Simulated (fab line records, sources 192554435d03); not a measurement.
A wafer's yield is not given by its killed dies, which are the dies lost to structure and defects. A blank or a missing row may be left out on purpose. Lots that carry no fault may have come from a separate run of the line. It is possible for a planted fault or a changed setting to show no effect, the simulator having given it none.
Struck lot and sound lot, side by side || flow n5_finfet || 16 out of 1938 route steps
Sound: the wafers L123.1, L123.4, L123.6. Wafers L136.2, L136.4, L136.5 were the ones struck. The cause is given at the end.
Each step with rows lists, per side, the tool, then ch with its chambers, then its first start. Under that, the readings that differ: sound wafers || struck wafers || difference of the means || sigmas: that difference in standard deviations of wafers without a fault.
alike: readings with means less than 2 such deviations apart, plus words and numbers identical on both sides. not compared: withheld readings, readings lacking a value on some wafer, bounds such as >300 that could conceal the same value, and numbers that have no deviation in the record and whose values overlap.
A row with sigmas, a row that says differs or no value, or rows on one side alone: a step with any of these is where the two part. Non-overlapping numbers with no deviation appear without sigmas and do not part them. A reading that every wafer of one side lacks parts them only if that side has two wafers or more.

first, 2 steps without rows for these wafers: N5_DUMMY_GATE_STRIP_38 (strips in N2/H2); N5_DUMMY_GATE_STRIP_39 (strips in N2/H2).
N5_DUMMY_GATE_TRIM_49: chemistry O2, time 29 s, target cd 14 nm.
  sound on rie_si-04 ch 0,1,3, day 3 03:59; struck on rie_si-04 ch 0,1,3, day 6 12:23
  alike: drypump_motor_current_A, oes_product_au, throttle_valve_pct
  not compared: rf_hours_counter_h
then, 1 step without rows for these wafers: N5_DUMMY_GATE_STRIP_40 (strips in CF4).
N5_DUMMY_GATE_CD_MEAS_50: the cd target is 14 nm.
  sound on cd_sem-03, day 3 04:08; struck on cd_sem-03, day 6 12:32
  alike: cd_nm
then, 1 step without rows for these wafers: N5_DUMMY_GATE_ETCH_31 (etches SiO2 in C4F6/O2, target depth 82.5 nm, time 27.5 s).
N5_DUMMY_GATE_STRIP_41: strips in O2.
  sound on rie_diel-03 ch 1,2, day 3 04:14; struck on rie_diel-06 ch 0,1, day 6 12:38
  alike: drypump_motor_current_A, oes_product_au, rf_vpp_V, showerhead_plenum_p_Torr, throttle_valve_pct
  not compared: rf_hours_counter_h
then, 1 step without rows for these wafers: N5_DUMMY_GATE_HM_OPEN_21 (chemistry CH3F/O2, target SiNx, target depth 120 nm, time 171.4 s).
N5_DUMMY_GATE_ETCH_32: etches SiO2 in CF4, target depth 3.5 nm, time 3.9 s.
  sound on rie_si-05 ch 0,2, day 3 04:26; struck on rie_si-02 ch 1,2,3, day 6 12:50
  alike: bias_w, drypump_motor_current_A, oes_product_au, throttle_valve_pct
  not compared: rf_hours_counter_h
N5_DUMMY_GATE_ETCH_23: etches poly-Si in HBr/Cl2/O2, target depth 41 nm, time 22.3 s.
  sound on rie_si-05 ch 0,2, day 3 04:28; struck on rie_si-02 ch 1,2,3, day 6 12:52
  alike: bias_w, drypump_motor_current_A, oes_product_au, throttle_valve_pct
  not compared: rf_hours_counter_h
N5_DUMMY_GATE_ETCH_44: etches poly-Si in HBr/O2, stops on SiO2, target depth 127.5 nm.
  sound on rie_si-05 ch 0,2, day 3 04:31; struck on rie_si-02 ch 1,2,3, day 6 12:55
  alike: bias_w, drypump_motor_current_A, oes_product_au, throttle_valve_pct
  not compared: rf_hours_counter_h
N5_DUMMY_GATE_CD_MEAS_24: the cd target is 15 nm.
  sound on cd_sem-01, day 3 04:38; struck on cd_sem-01, day 6 13:02
  alike: cd_nm
N5_DUMMY_GATE_ETCH_42: etches SiO2 in CHF3/O2, target depth 3.5 nm, time 31 s.
  sound on rie_diel-04 ch 0,2, day 3 04:41; struck on rie_diel-04 ch 0,1, day 6 13:05
{"reading": "bias_w (W)", "sound": "11.98 12.03 11.99", "struck": "12.67 12.68 12.62", "difference": "+0.66", "sigmas": "+18"}
{"reading": "rf_vpp_V (V)", "sound": "44.0 41.5 41.8", "struck": "45.3 45.1 44.8", "difference": "+2.6", "sigmas": "+3"}
  alike: drypump_motor_current_A, oes_f_703_au, oes_product_au, showerhead_plenum_p_Torr, throttle_valve_pct
  not compared: rf_hours_counter_h
then, 1 step without rows for these wafers: N5_DUMMY_GATE_STRIP_48 (strips in N2/H2, time 20 s).
-- a jump in the record: the struck wafers' starts before and after are 6 days apart (it breaks off in module DUMMY_GATE and resumes in module BEOL_M4, where the first step shown is number 1111 of the route) --
N5_BEOL_M4_RC_MEAS_101:
  sound on prober-02 ch 0, day 8 17:39; struck on prober-02 ch 0, day 12 03:12
{"reading": "ION_P (uA/um)", "sound": "465 455 449", "struck": "472 475 483", "difference": "+20", "sigmas": "+3"}
  alike: DIBL_N, DIBL_P, IOFF_N, IOFF_P, ION_N, SS_N, SS_P, VT_N, VT_P
-- the record jumps here: 5 days lie between the struck wafers' starts before and after (it left off in module BEOL_M4 and takes up again in module PASSIVATION, whose first step shown is number 1936 of the route) --
N5_PASSIVATION_PROBE_49:
  record: rows for the struck wafers here (prober-02, day 17 02:28), none for the sound ones

WHERE THEY PART
First at N5_DUMMY_GATE_ETCH_42; last, within this record, at N5_PASSIVATION_PROBE_49.

WHY: whatever the simulator had introduced
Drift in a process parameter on rie_diel-04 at N5_DUMMY_GATE_ETCH_42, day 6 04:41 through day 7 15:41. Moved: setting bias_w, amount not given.
